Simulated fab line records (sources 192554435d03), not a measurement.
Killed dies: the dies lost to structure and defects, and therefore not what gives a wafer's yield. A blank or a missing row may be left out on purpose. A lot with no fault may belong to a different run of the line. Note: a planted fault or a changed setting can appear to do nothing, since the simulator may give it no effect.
Matching of chambers | flow n5 finfet | N5_BEOL_M5_CVD_47 on cvd co-02 has 3 sister chambers
The step deposits Co from CCTBA/H2, target thk 3 nm, time 216 s. 3 wafers are shown with their chamber, then 7 later ones without.

EACH WAFER AND ITS CHAMBER
wafer  | chamber | run length s (s)
L850.1 | 1       | 239.6
L851.1 | 2       | 239.0
L851.3 | 0       | 240.4

WAFERS WITHOUT THEIR CHAMBER
wafer  | run length s (s)
L851.4 | 240.2
L853.2 | 239.3
L853.4 | 239.5
L853.5 | 240.0
L852.1 | 239.5
L852.3 | 239.2
L852.6 | 238.6

WHICH CHAMBER EACH ONE RAN IN
wafer  | from the rows above     | in truth
L851.4 | can't be placed: 0 or 1 | 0
L853.2 | can't be placed: 1 or 2 | 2
L853.4 | can't be placed: 1 or 2 | 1
L853.5 | can't be placed: 0 or 1 | 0
L852.1 | can't be placed: 1 or 2 | 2
L852.3 | can't be placed: 2 or 1 | 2
L852.6 | 2                       | 2
1 of 7 placed correctly. Can't be placed from these rows: 6 (the true chamber is among the candidates in 6). Wrongly placed: 0.
How it was worked out, from the rows above alone: a wafer's distance from a chamber is the root of the sum, over the readings, of the square of ((its reading less the chamber's mean) divided by the reading's scatter). The wafer belongs to the nearest chamber; if the next one is less than 2 further off, it can't be placed. Each chamber's mean is taken over the wafers shown for it. The scatter: root of mean squared gap, hidden wafer to nearest shown wafer, with one shown wafer a chamber.
